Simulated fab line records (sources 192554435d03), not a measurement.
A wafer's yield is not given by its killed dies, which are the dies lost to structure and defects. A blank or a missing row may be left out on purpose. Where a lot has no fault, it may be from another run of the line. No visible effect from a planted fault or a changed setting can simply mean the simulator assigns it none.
Chamber matching :: flow n5 finfet :: 4 sister chambers for N5_BEOL_M0_STRIP_140 on rie diel-06
The step strips in CF4. 8 wafers are shown with their chamber, then 9 later ones without.

== WAFERS, EACH WITH ITS CHAMBER ==
wafer: L080.3
chamber: 0
showerhead plenum p Torr (Torr): 1.86
throttle valve pct (%): 13.84

wafer: L082.3
chamber: 3
showerhead plenum p Torr (Torr): 1.74
throttle valve pct (%): 13.19

wafer: L085.1
chamber: 3
showerhead plenum p Torr (Torr): 1.74
throttle valve pct (%): 13.21

wafer: L085.4
chamber: 2
showerhead plenum p Torr (Torr): 1.73
throttle valve pct (%): 13.64

wafer: L085.5
chamber: 0
showerhead plenum p Torr (Torr): 1.85
throttle valve pct (%): 13.85

wafer: L086.2
chamber: 1
showerhead plenum p Torr (Torr): 1.82
throttle valve pct (%): 13.61

wafer: L086.4
chamber: 1
showerhead plenum p Torr (Torr): 1.82
throttle valve pct (%): 13.59

wafer: L086.6
chamber: 2
showerhead plenum p Torr (Torr): 1.73
throttle valve pct (%): 13.63

== WAFERS WITH NO CHAMBER GIVEN ==
wafer: L087.1
showerhead plenum p Torr (Torr): 1.74
throttle valve pct (%): 13.23

wafer: L087.3
showerhead plenum p Torr (Torr): 1.73
throttle valve pct (%): 13.64

wafer: L087.5
showerhead plenum p Torr (Torr): 1.73
throttle valve pct (%): 13.65

wafer: L088.1
showerhead plenum p Torr (Torr): 1.73
throttle valve pct (%): 13.64

wafer: L088.2
showerhead plenum p Torr (Torr): 1.74
throttle valve pct (%): 13.20

wafer: L088.4
showerhead plenum p Torr (Torr): 1.73
throttle valve pct (%): 13.65

wafer: L097.1
showerhead plenum p Torr (Torr): 1.85
throttle valve pct (%): 13.90

wafer: L097.3
showerhead plenum p Torr (Torr): 1.73
throttle valve pct (%): 13.26

wafer: L097.5
showerhead plenum p Torr (Torr): 1.73
throttle valve pct (%): 13.27

== EACH ONE'S CHAMBER ==
wafer: L087.1
from the rows above: 3
in truth: 3

wafer: L087.3
from the rows above: 2
in truth: 2

wafer: L087.5
from the rows above: 2
in truth: 2

wafer: L088.1
from the rows above: 2
in truth: 2

wafer: L088.2
from the rows above: 3
in truth: 3

wafer: L088.4
from the rows above: 2
in truth: 2

wafer: L097.1
from the rows above: 0
in truth: 0

wafer: L097.3
from the rows above: 3
in truth: 3

wafer: L097.5
from the rows above: 3
in truth: 3
9 of 9 placed correctly. From these rows, 0 cannot be placed. Placed wrongly: 0.
How it was worked out, from the rows above alone: a wafer's distance from a chamber is the root of the sum, over the readings, of the square of ((its reading less the chamber's mean) divided by the reading's scatter). The wafer belongs to the nearest chamber; if the next one is less than 2 further off, it can't be placed. A chamber's mean is the mean of its shown wafers. How the scatter is found: for the shown wafers, subtract from each reading the mean of its chamber, square and add these, divide the total by (wafers less chambers), then take the root.
